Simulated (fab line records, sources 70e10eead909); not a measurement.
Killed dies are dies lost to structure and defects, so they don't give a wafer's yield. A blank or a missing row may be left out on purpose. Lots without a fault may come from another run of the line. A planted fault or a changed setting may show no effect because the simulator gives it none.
A struck lot beside a sound one | flow nand_harc | 15 steps out of a route of 1159
Sound: wafers L735.1, L735.5, L735.6. Struck: wafers L745.3, L745.4, L745.6. The cause comes at the end.
At each step with rows: each side's tool, then ch and its chambers, then its first start. Under that, the readings that differ: sound wafers | struck wafers | difference of the means | sigmas: that difference in standard deviations of wafers without a fault.
alike: readings whose means differ by less than 2 such deviations, and words and numbers that are the same on both sides. not compared: withheld readings, readings that some wafer has no value for, bounds like >300 that may hide the same value, and numbers for which the record gives no deviation and whose values overlap.
The two part at a step that has a row with sigmas, a row that says differs or no value, or rows on one side only. Numbers that don't overlap but have no deviation are shown without sigmas and don't part them. A reading that every wafer of one side lacks parts them only if that side has two wafers or more.

first, 6 steps without rows for these wafers: NHARC_P_STI_COAT_03 (resist thk 600 nm); NHARC_P_STI_SOFTBAKE_04 (time 70 s); NHARC_P_STI_EBR_05; NHARC_P_STI_EXPOSE_06 (exposes mask P STI, target cd 200 nm); NHARC_P_STI_PEB_07 (peb time 80 s); NHARC_P_STI_DEVELOP_08 (time 50 s).
NHARC_P_STI_CD_MEAS_09: target cd 200 nm.
  sound on cd_sem-02 ch 0, day 2 13:49; struck on cd_sem-02 ch 0, day 5 00:33
  reading    | sound             | struck            | difference | sigmas
  cd_nm (nm) | 199.9 202.2 201.8 | 195.7 195.2 196.8 | -5.4       | -2
NHARC_P_STI_OVL_MEAS_10:
  sound on overlay-02, day 2 13:54; struck on overlay-01, day 5 00:39
  alike: overlay_x_nm, overlay_y_nm
NHARC_P_STI_INSPECT_11:
  sound on defect_inspect-01, day 2 13:56; struck on defect_inspect-02, day 5 00:41
  alike: raw_defect_count
then, 1 step without rows for these wafers: NHARC_P_STI_HARDBAKE_13 (time 65 s).
NHARC_P_STI_DESCUM_14: chemistry O2, time 3 s.
  sound on rie_diel-04 ch 0,1,3, day 2 14:05; struck on rie_diel-04 ch 1,2, day 5 00:49
  alike: drypump_motor_current_A, mfc_ar_sccm, oes_product_au, rf_vpp_V, showerhead_plenum_p_Torr, throttle_valve_pct
  not compared: rf_hours_counter_h
NHARC_P_STI_ETCH_42: etches the open film in N2/H2, target depth 80 nm, overetch 24 nm, time 61 s.
  sound on rie_diel-04 ch 0,1,3, day 2 14:10; struck on rie_diel-04 ch 1,3, day 5 00:54
  alike: bias_w, chamber_pressure_mTorr, drypump_motor_current_A, mfc_ar_sccm, oes_product_au, rf_vpp_V, showerhead_plenum_p_Torr, throttle_valve_pct
  not compared: rf_hours_counter_h
NHARC_P_STI_ETCH_31: etches the open film in CF4/CHF3, target depth 108.9 nm, time 54.5 s.
  sound on rie_diel-04 ch 0,2,3, day 2 14:16; struck on rie_diel-04 ch 0,2,3, day 5 00:59
  no value came back on the struck wafers for any of 8 readings (bias_w (W), cf4_flow_sccm (sccm) and others); on the sound wafers bias_w (W) reads 200.1 200.2 199.0
  not compared: rf_hours_counter_h
NHARC_P_STI_ETCH_15: etches the open film in HBr/Cl2, target depth 300 nm, time 100.1 s.
  sound on rie_si-05 ch 0,2,3, day 2 14:24; struck on rie_si-01 ch 0,2,3, day 5 01:07
  alike: bias_w, chamber_pressure_mTorr, drypump_motor_current_A, oes_product_au, throttle_valve_pct
  not compared: rf_hours_counter_h
-- the record jumps here: 17 days lie between the struck wafers' starts before and after (it left off in module P_STI and takes up again in module END, whose first step shown is number 1159 of the route) --
NHARC_END_SORT_01:
  the record has rows for the struck wafers here (prober-01 ch 0, day 22 03:31) and none for the sound ones

WHERE THEY PART
First at NHARC_P_STI_CD_MEAS_09; last, within this record, at NHARC_END_SORT_01.

WHY: what the simulator had put in
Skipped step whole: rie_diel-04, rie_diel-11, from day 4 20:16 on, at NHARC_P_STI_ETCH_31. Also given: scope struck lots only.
